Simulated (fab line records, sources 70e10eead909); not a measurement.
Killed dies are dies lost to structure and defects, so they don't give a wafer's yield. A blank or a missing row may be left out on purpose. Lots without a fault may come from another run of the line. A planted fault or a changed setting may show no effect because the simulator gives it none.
Problem report in the 8D (eight disciplines) form, filled by code | flow nand_harc | the parts of the form that need people (team, actions taken, sign-off) are left out

1. THE PROBLEM
killed_at_other at NHARC_END_SORT_01 reads a mean of 6.0 on 1 wafer of 1 lot; wafers without a fault read 0.7 with a standard deviation of 1.2. That is +4.4 standard deviations from the usual mean.
First seen on wafer L341.2, day 20 17:34, on prober-01. The record holds 3 wafers of 1 lot with a number at this step. Rule for "out", or "out of limits": more than 4 standard deviations from the usual mean. The other wafers with a number count as sound.

2. WHAT IT IS AND WHAT IT IS NOT
question                    | is                | is not
which readings at this step | killed_at_other   | killed_at_array, killed_at_periphery, killed_dies, killed_open, killed_short
which lots                  | L341              | -
which wafers of those lots  | L341.2            | L341.1, L341.6
read on which gauges        | prober-01         | -
when                        | from day 20 17:34 | up to then (1 sound wafer); but 1 sound wafer of L341 came after

3. SUSPECTS, AND WHAT RULES EACH OUT
Counting: a tool at a process step up to the reading stays a suspect if it ran every lot that is out. Sound lots after the first of them don't rule it out here, since some wafers of a struck lot are sound.
- the gauge at NHARC_END_SORT_01: kept. All the wafers that are out were read on prober-01, and no step on other tools shows them out.
- acl_dep-03 at NHARC_A_CHANNEL_HOLE_D1_DEP_00 (deposits aC, target thk 3100 nm): kept. It ran the lot that is out, L341 (day 9 07:32).
- pecvd-03 at NHARC_A_CHANNEL_HOLE_D1_DEP_01 (deposits SiON, target thk 140 nm): kept. It ran the lot that is out, L341 (day 9 09:29).
- arfi_scanner-03 at NHARC_A_CHANNEL_HOLE_D1_EXPOSE_07 (exposes mask HOLE D1, target cd 100 nm): kept. It ran the lot that is out, L341 (day 9 10:04).
- rie_diel-07 at NHARC_A_CHANNEL_HOLE_D1_DESCUM_15 (chemistry O2, time 3 s): kept. It ran the lot that is out, L341 (day 9 10:23).
- rie_diel-07 at NHARC_A_CHANNEL_HOLE_D1_ETCH_38 (etches the open film in CF4, target depth 39 nm, time 65 s): kept. It ran the lot that is out, L341 (day 9 10:29).
- Within pecvd-03 at NHARC_A_CHANNEL_HOLE_D1_DEP_01: the wafers that are out ran in chamber 2; their sound lot-mates ran in chambers 0, 1.
- Within rie_diel-07 at NHARC_A_CHANNEL_HOLE_D1_DESCUM_15: the wafers that are out ran in chamber 0; their sound lot-mates ran in chambers 2, 3.
- Within rie_diel-07 at NHARC_A_CHANNEL_HOLE_D1_ETCH_38: the wafers that are out ran in chamber 0; their sound lot-mates ran in chamber 3.
Left after counting: acl_dep-03 at NHARC_A_CHANNEL_HOLE_D1_DEP_00, pecvd-03 at NHARC_A_CHANNEL_HOLE_D1_DEP_01, arfi_scanner-03 at NHARC_A_CHANNEL_HOLE_D1_EXPOSE_07, rie_diel-07 at NHARC_A_CHANNEL_HOLE_D1_DESCUM_15, rie_diel-07 at NHARC_A_CHANNEL_HOLE_D1_ETCH_38, prober-01 at NHARC_END_SORT_01.

4. THE CAUSE (what the simulator had put in)
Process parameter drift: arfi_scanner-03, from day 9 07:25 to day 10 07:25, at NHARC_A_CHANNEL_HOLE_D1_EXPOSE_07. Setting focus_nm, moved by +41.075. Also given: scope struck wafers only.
Counting left 6 suspects, and this tool is among them.

5. THE CHAIN OF EFFECTS, in route order
Each row: a reading whose mean over the struck wafers that have a number lies more than 3 standard deviations from the usual. Only readings for which the record gives a usual standard deviation are gone through. hours: the time from each lot's start at the first step in this table that gives one to its start at this step, as a median over the lots. sigmas: the change in usual standard deviations.
hours | step              | reading         | usual | on struck wafers | change | sigmas
0     | NHARC_END_SORT_01 | killed_at_other | 0.7   | 6.0              | +5.3   | +4.4

6. WHAT WOULD HAVE CAUGHT IT SOONER
In this record the first reading out of limits at a measuring or inspecting step was taken at day 20 17:34, 274 hours after the fault began at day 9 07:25.
All the lots that are out (1) had begun NHARC_A_CHANNEL_HOLE_D1_EXPOSE_07 on arfi_scanner-03 by day 20 17:34. A hold on the tool at that time would have spared none of them.
